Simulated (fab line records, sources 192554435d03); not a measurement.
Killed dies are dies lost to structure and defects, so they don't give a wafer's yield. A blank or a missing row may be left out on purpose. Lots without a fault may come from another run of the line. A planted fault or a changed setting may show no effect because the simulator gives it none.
Which tool did it? | flow n5_finfet | 24 lots, 72 wafers sampled, at 4 steps of a route of 1938

WHAT THE GAUGES READ, wafer by wafer
N5_BEOL_M4_CD_MEAS_11: target cd 16.79 nm.
lot  | measured     | on        | cd_nm (nm)
L074 | day 8 01:28  | cd_sem-03 | 16.70 16.53 16.96
L075 | day 8 15:02  | cd_sem-01 | 16.60 16.70 16.72
L077 | day 8 20:22  | cd_sem-03 | 16.82 16.91 17.24
L076 | day 8 21:34  | cd_sem-02 | 16.47 16.15 16.83
L078 | day 9 02:13  | cd_sem-01 | 16.76 16.69 16.75
L079 | day 9 04:29  | cd_sem-01 | 16.77 16.90 16.67
L080 | day 9 07:35  | cd_sem-02 | 17.23 16.85 16.68
L081 | day 9 18:58  | cd_sem-02 | 16.36 16.69 16.73
L083 | day 9 20:17  | cd_sem-02 | 16.88 16.97 16.55
L082 | day 10 10:07 | cd_sem-03 | 16.70 16.37 16.72
L084 | day 10 23:43 | cd_sem-02 | 16.60 16.70 16.62
L085 | day 11 00:22 | cd_sem-03 | 16.85 16.88 16.68
L086 | day 11 04:17 | cd_sem-03 | 16.95 16.72 16.88
L087 | day 11 11:23 | cd_sem-02 | 17.30 16.83 17.02
L089 | day 11 13:42 | cd_sem-03 | 16.76 16.89 17.16
L088 | day 11 16:36 | cd_sem-02 | 16.49 16.93 16.39
L090 | day 11 18:14 | cd_sem-02 | 16.96 16.78 16.89
L092 | day 12 02:32 | cd_sem-02 | 16.93 16.72 16.42
L091 | day 12 16:22 | cd_sem-02 | 16.74 16.70 16.95
L094 | day 12 23:07 | cd_sem-01 | 17.03 16.89 17.16
L093 | day 13 01:50 | cd_sem-01 | 16.90 17.05 16.88
L095 | day 13 03:58 | cd_sem-02 | 17.20 16.97 16.92
L096 | day 13 15:06 | cd_sem-01 | 16.32 16.61 16.54
L097 | day 14 00:54 | cd_sem-02 | 17.00 16.53 16.95

N5_BEOL_M4_OVL_MEAS_12.
lot  | measured     | on         | M4_OVL (nm)
L074 | day 8 01:30  | overlay-02 | -0.9 -0.3 -1.3
L075 | day 8 15:04  | overlay-02 | -0.4 -0.3 -0.1
L077 | day 8 20:24  | overlay-01 | -0.6 -0.5 0.1
L076 | day 8 21:35  | overlay-02 | -0.5 -0.4 -0.3
L078 | day 9 02:16  | overlay-02 | -1.3 -0.7 -0.2
L079 | day 9 04:31  | overlay-02 | -0.2 -0.1 0.1
L080 | day 9 07:37  | overlay-02 | -0.3 -0.9 -1.4
L081 | day 9 19:00  | overlay-02 | 0.2 -0.6 -0.9
L083 | day 9 20:19  | overlay-02 | -1.2 -0.1 -1.1
L082 | day 10 10:09 | overlay-02 | 0.3 0.6 1.3
L084 | day 10 23:45 | overlay-02 | -1.6 -0.3 -0.5
L085 | day 11 00:23 | overlay-01 | -0.3 0.2 -0.9
L086 | day 11 04:19 | overlay-02 | -1.3 -0.1 -0.9
L087 | day 11 11:25 | overlay-02 | 0.3 -0.7 -0.1
L089 | day 11 13:44 | overlay-01 | 0.7 -0.2 -1.0
L088 | day 11 16:38 | overlay-01 | -0.5 -0.6 -0.6
L090 | day 11 18:16 | overlay-01 | -0.3 -0.3 -0.8
L092 | day 12 02:34 | overlay-02 | -0.4 -1.0 -0.1
L091 | day 12 16:24 | overlay-01 | -1.1 0.4 -0.8
L094 | day 12 23:08 | overlay-02 | -0.1 1.2 1.6
L093 | day 13 01:53 | overlay-01 | 0.1 -1.6 -1.0
L095 | day 13 04:00 | overlay-02 | 0.1 -0.7 0.0
L096 | day 13 15:08 | overlay-02 | 0.0 0.3 -0.8
L097 | day 14 00:56 | overlay-01 | -0.5 1.2 0.9

WHICH TOOL RAN EACH LOT (tool, then ch and the chambers of the sampled wafers, then the start)
lot  | N5_BEOL_M3_ANNEAL_80         | N5_BEOL_M3_PRE_CLEAN_60
L074 | pvd_sputter-01, day 7 22:02  | cvd_co-01 ch 0,1,2, day 8 00:19
L075 | pvd_sputter-03, day 8 10:52  | cvd_co-02 ch 0,1, day 8 13:09
L077 | pvd_sputter-02, day 8 16:00  | cvd_co-01 ch 0,1,2, day 8 18:17
L076 | pvd_sputter-02, day 8 17:50  | cvd_co-02 ch 0,1, day 8 20:07
L078 | pvd_sputter-01, day 8 22:26  | cvd_co-01 ch 0,1,2, day 9 00:44
L079 | pvd_sputter-01, day 9 00:17  | cvd_co-01 ch 0,1,2, day 9 02:40
L080 | pvd_sputter-03, day 9 02:57  | cvd_co-01 ch 0,2, day 9 05:17
L081 | pvd_sputter-03, day 9 14:40  | cvd_co-01 ch 1,2, day 9 17:01
L083 | pvd_sputter-01, day 9 16:17  | cvd_co-01 ch 0,2, day 9 18:34
L082 | pvd_sputter-03, day 10 06:07 | cvd_co-02 ch 0,1,2, day 10 08:24
L084 | pvd_sputter-03, day 10 18:23 | cvd_co-01 ch 0,1, day 10 20:41
L085 | pvd_sputter-01, day 10 21:10 | cvd_co-01 ch 0,1, day 10 23:31
L086 | pvd_sputter-03, day 11 00:57 | cvd_co-01 ch 0,1,2, day 11 03:15
L087 | pvd_sputter-01, day 11 08:08 | cvd_co-01 ch 0,1,2, day 11 10:25
L089 | pvd_sputter-02, day 11 08:43 | cvd_co-02 ch 0,2, day 11 11:00
L088 | pvd_sputter-01, day 11 11:36 | cvd_co-02 ch 0,1,2, day 11 13:53
L090 | pvd_sputter-02, day 11 14:47 | cvd_co-01 ch 0,1,2, day 11 17:13
L092 | pvd_sputter-03, day 11 22:25 | cvd_co-01 ch 0,1,2, day 12 00:43
L091 | pvd_sputter-02, day 12 13:12 | cvd_co-01 ch 0,2, day 12 15:29
L094 | pvd_sputter-03, day 12 17:53 | cvd_co-02 ch 0,1, day 12 20:16
L093 | pvd_sputter-03, day 12 21:02 | cvd_co-01 ch 0,1,2, day 12 23:20
L095 | pvd_sputter-03, day 13 00:14 | cvd_co-02 ch 0,1,2, day 13 02:36
L096 | pvd_sputter-02, day 13 10:48 | cvd_co-01 ch 0,1,2, day 13 13:05
L097 | pvd_sputter-02, day 13 20:54 | cvd_co-02 ch 0,1, day 13 23:12
- N5_BEOL_M3_ANNEAL_80: time 240 s.
- N5_BEOL_M3_PRE_CLEAN_60: time 15 s.

WHAT THE TOOLS THEMSELVES READ (means of the sampled wafers that have a number; where no wafer has one, the mark that the record gives instead)
N5_BEOL_M3_ANNEAL_80.
lot  | tool           | heater_power_w (W)
L074 | pvd_sputter-01 | 860
L075 | pvd_sputter-03 | 844
L077 | pvd_sputter-02 | 859
L076 | pvd_sputter-02 | 809
L078 | pvd_sputter-01 | 870
L079 | pvd_sputter-01 | 837
L080 | pvd_sputter-03 | 829
L081 | pvd_sputter-03 | 844
L083 | pvd_sputter-01 | 825
L082 | pvd_sputter-03 | 858
L084 | pvd_sputter-03 | 848
L085 | pvd_sputter-01 | 747
L086 | pvd_sputter-03 | 852
L087 | pvd_sputter-01 | 869
L089 | pvd_sputter-02 | 738
L088 | pvd_sputter-01 | 752
L090 | pvd_sputter-02 | 802
L092 | pvd_sputter-03 | 853
L091 | pvd_sputter-02 | 847
L094 | pvd_sputter-03 | 838
L093 | pvd_sputter-03 | 874
L095 | pvd_sputter-03 | 864
L096 | pvd_sputter-02 | 798
L097 | pvd_sputter-02 | 794

N5_BEOL_M3_PRE_CLEAN_60.
lot  | tool      | heater_power_outer_w (W) | heater_power_w (W)
L074 | cvd_co-01 | 20                       | 81
L075 | cvd_co-02 | 22                       | 89
L077 | cvd_co-01 | 20                       | 81
L076 | cvd_co-02 | 22                       | 89
L078 | cvd_co-01 | 20                       | 81
L079 | cvd_co-01 | 20                       | 82
L080 | cvd_co-01 | 10                       | 60
L081 | cvd_co-01 | 26                       | 90
L083 | cvd_co-01 | 10                       | 60
L082 | cvd_co-02 | 23                       | 89
L084 | cvd_co-01 | 15                       | 73
L085 | cvd_co-01 | 14                       | 72
L086 | cvd_co-01 | 21                       | 81
L087 | cvd_co-01 | 20                       | 82
L089 | cvd_co-02 | 30                       | 94
L088 | cvd_co-02 | 22                       | 91
L090 | cvd_co-01 | 20                       | 81
L092 | cvd_co-01 | 20                       | 81
L091 | cvd_co-01 | 16                       | 68
L094 | cvd_co-02 | 29                       | 93
L093 | cvd_co-01 | 21                       | 82
L095 | cvd_co-02 | 22                       | 91
L096 | cvd_co-01 | 21                       | 81
L097 | cvd_co-02 | 29                       | 92

THE ANSWER, worked out from the rows above alone
Rule: what is usual is taken from the lots themselves. Put in order of their means at a reading, lots are off if they are a third of the lots or fewer, leave a main group of 4 or more, and stand apart from it by a gap of 3 or more times the standard deviation of the main group's means; of several such gaps the widest counts. A main group whose means are all the same, to the digits that the tables above print for the reading, isn't used. A lot without any number at a reading at which 4 lots or more have one is off too. The other lots that the step has rows for count as sound. The gauges are gone through in route order, then the tools' own readings, and for those a lot's mean is taken as printed above. The first step at which some lot is off is used, and at that step the reading that is off furthest; a lot without a number counts as furthest.
No lot is off at any reading shown: from this, nothing can be told.

WHAT THE SIMULATOR HAD PUT IN
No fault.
